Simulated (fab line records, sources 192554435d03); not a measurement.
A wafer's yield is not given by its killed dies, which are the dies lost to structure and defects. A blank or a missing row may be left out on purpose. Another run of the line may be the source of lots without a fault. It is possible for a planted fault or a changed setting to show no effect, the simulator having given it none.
Lot-split experiment :: flow n5Finfet :: 21 wafers read from 7 lots, route of 1938 steps

== ABOUT THE SPLIT ==
At N5_BEOL_M1_ETCH_64 (etches SOC in N2/H2, target depth 75 nm, overetch 15 nm, time 112.5 s), the setting timeS was moved away from the recipe's 112.5 s on 8 of the 21 wafers read, by -19.6% to +19.6%. For the rest of the wafers, this setting stayed at what the recipe calls for.

The reading is taken at the split's own step.

== THE READING ==
SiARC_of_BEOL_M1_COAT_62.thkNm (the simulator's own value, which no gauge read), in nm, at N5_BEOL_M1_ETCH_64 (etches SOC in N2/H2, target depth 75 nm, overetch 15 nm, time 112.5 s). The file does not state a usual value for it. The 13 wafers here that ran the recipe average 6.8 nm, standard deviation 0.072 nm.

wafer: L074.2
tool, chamber at the split: rieDiel-06, 2,3
timeS as run, s: 112.5
against the recipe: recipe
SiARC_of_BEOL_M1_COAT_62.thkNm, nm: 6.8
against lot-mates on the recipe: -

wafer: L074.6
tool, chamber at the split: rieDiel-06, 2,3
timeS as run, s: 112.5
against the recipe: recipe
SiARC_of_BEOL_M1_COAT_62.thkNm, nm: 6.8
against lot-mates on the recipe: -

wafer: L074.4
tool, chamber at the split: rieDiel-06, 1
timeS as run, s: 90.47
against the recipe: -19.6%
SiARC_of_BEOL_M1_COAT_62.thkNm, nm: 7.8
against lot-mates on the recipe: +1.0

wafer: L075.1
tool, chamber at the split: rieDiel-01, 0
timeS as run, s: 112.5
against the recipe: recipe
SiARC_of_BEOL_M1_COAT_62.thkNm, nm: 6.6
against lot-mates on the recipe: -

wafer: L075.3
tool, chamber at the split: rieDiel-01, 2
timeS as run, s: 112.5
against the recipe: recipe
SiARC_of_BEOL_M1_COAT_62.thkNm, nm: 6.8
against lot-mates on the recipe: -

wafer: L075.4
tool, chamber at the split: rieDiel-01, 1
timeS as run, s: 134.6
against the recipe: +19.6%
SiARC_of_BEOL_M1_COAT_62.thkNm, nm: 5.8
against lot-mates on the recipe: -0.9

wafer: L076.1
tool, chamber at the split: rieDiel-03, 1,3
timeS as run, s: 129.7
against the recipe: +15.3%
SiARC_of_BEOL_M1_COAT_62.thkNm, nm: 6
against lot-mates on the recipe: -0.8

wafer: L076.2
tool, chamber at the split: rieDiel-03, 1,3
timeS as run, s: 129.7
against the recipe: +15.3%
SiARC_of_BEOL_M1_COAT_62.thkNm, nm: 6
against lot-mates on the recipe: -0.8

wafer: L076.3
tool, chamber at the split: rieDiel-03, 2
timeS as run, s: 112.5
against the recipe: recipe
SiARC_of_BEOL_M1_COAT_62.thkNm, nm: 6.8
against lot-mates on the recipe: -

wafer: L078.1
tool, chamber at the split: rieDiel-01, 1
timeS as run, s: 112.5
against the recipe: recipe
SiARC_of_BEOL_M1_COAT_62.thkNm, nm: 6.8
against lot-mates on the recipe: -

wafer: L078.6
tool, chamber at the split: rieDiel-01, 1
timeS as run, s: 112.5
against the recipe: recipe
SiARC_of_BEOL_M1_COAT_62.thkNm, nm: 6.8
against lot-mates on the recipe: -

wafer: L078.5
tool, chamber at the split: rieDiel-01, 2
timeS as run, s: 121.3
against the recipe: +7.8%
SiARC_of_BEOL_M1_COAT_62.thkNm, nm: 6.4
against lot-mates on the recipe: -0.4

wafer: L083.3
tool, chamber at the split: rieDiel-06, 2,3,2
timeS as run, s: 112.5
against the recipe: recipe
SiARC_of_BEOL_M1_COAT_62.thkNm, nm: 6.8
against lot-mates on the recipe: -

wafer: L083.5
tool, chamber at the split: rieDiel-06, 2,3,2
timeS as run, s: 112.5
against the recipe: recipe
SiARC_of_BEOL_M1_COAT_62.thkNm, nm: 6.8
against lot-mates on the recipe: -

wafer: L083.6
tool, chamber at the split: rieDiel-06, 2,3,2
timeS as run, s: 112.5
against the recipe: recipe
SiARC_of_BEOL_M1_COAT_62.thkNm, nm: 6.8
against lot-mates on the recipe: -

wafer: L088.2
tool, chamber at the split: rieDiel-03, 1
timeS as run, s: 126.3
against the recipe: +12.3%
SiARC_of_BEOL_M1_COAT_62.thkNm, nm: 6.2
against lot-mates on the recipe: -0.6

wafer: L088.3
tool, chamber at the split: rieDiel-03, 0
timeS as run, s: 126.3
against the recipe: +12.3%
SiARC_of_BEOL_M1_COAT_62.thkNm, nm: 6.4
against lot-mates on the recipe: -0.4

wafer: L088.4
tool, chamber at the split: rieDiel-03, 2
timeS as run, s: 112.5
against the recipe: recipe
SiARC_of_BEOL_M1_COAT_62.thkNm, nm: 6.8
against lot-mates on the recipe: -

wafer: L090.1
tool, chamber at the split: rieDiel-06, 1
timeS as run, s: 112.5
against the recipe: recipe
SiARC_of_BEOL_M1_COAT_62.thkNm, nm: 6.6
against lot-mates on the recipe: -

wafer: L090.3
tool, chamber at the split: rieDiel-06, 3
timeS as run, s: 112.5
against the recipe: recipe
SiARC_of_BEOL_M1_COAT_62.thkNm, nm: 6.8
against lot-mates on the recipe: -

wafer: L090.4
tool, chamber at the split: rieDiel-06, 0
timeS as run, s: 99.55
against the recipe: -11.5%
SiARC_of_BEOL_M1_COAT_62.thkNm, nm: 7.2
against lot-mates on the recipe: +0.5
The file does not say which wafer passed through which chamber wherever a row lists several chambers: such a row stands for several wafers.

THE FIT
A straight line over all 21 wafers: SiARC_of_BEOL_M1_COAT_62.thkNm changes by -0.0476 nm for each +1% of timeS; r = -0.98; the points scatter about the line by 0.086 nm.
The same after taking each lot's own level away (the mean of its wafers on the recipe; 21 wafers): -0.048 nm for each +1%; r = -0.99; scatter 0.07 nm.
The reading moves by 0.94 nm for the largest change in timeS, on that fit.
The span of the lots' own levels, 6.70 to 6.80 nm, comes to 1.4 times the standard deviation stated above.
The two slopes agree, so the slope changes little with the lot-to-lot level.
Check: for one of the wafers moved furthest among these (+19.6%), held out of the fit, the line's prediction against its lot-mates is -0.951 nm. Against them it came out at -0.9 nm.

== OTHER SPLITS APPLIED TO THESE WAFERS ==
Note: prior to the reading, these wafers also went through further splits. Each is held against what the fit with the lots' levels taken away leaves over:
other split on the same wafers: N5_HKMG_FIN_EXPOSE_09 doseMj
wafers away from the commonest value: 7
r with SiARC_of_BEOL_M1_COAT_62.thkNm (lot level and that fit taken away): +0.17

other split on the same wafers: N5_GATE_CUT_COAT_07 spinRpm
wafers away from the commonest value: 4
r with SiARC_of_BEOL_M1_COAT_62.thkNm (lot level and that fit taken away): +0.23

other split on the same wafers: N5_MOL_CONTACT_COAG_VIA_ETCH_46 biasW
wafers away from the commonest value: 8
r with SiARC_of_BEOL_M1_COAT_62.thkNm (lot level and that fit taken away): +0.03

other split on the same wafers: N5_BEOL_M1_EXPOSE_08 doseMj
wafers away from the commonest value: 8
r with SiARC_of_BEOL_M1_COAT_62.thkNm (lot level and that fit taken away): +0.09

== THE WHOLE CHAIN: every reading that the file lists as answering this split, in the file's order ==
step: N5_BEOL_M1_ETCH_64
what it does: etches SOC in N2/H2, target depth 75 nm, overetch 15 nm, time 112.5 s
reading: SiARC_of_BEOL_M1_COAT_62.thkNm (the simulator's own value, which no gauge read)
change (the file's fit): -0.0479 nm for each +1% of the setting
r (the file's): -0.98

step: N5_BEOL_M1_HM_OPEN_17
what it does: chemistry Cl2/BCl3, target TiN, target depth 20 nm, overetch 6 nm
reading: etch.depthNm (the simulator's own value, which no gauge read)
change (the file's fit): not straight: 19.55 at the lowest setting, 19.91 at the recipe, 17.36 at the highest
r (the file's): not given

== FILE'S OWN FIT ==
SiARC_of_BEOL_M1_COAT_62.thkNm changes by -0.0479 nm for each +1% of timeS, r = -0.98.
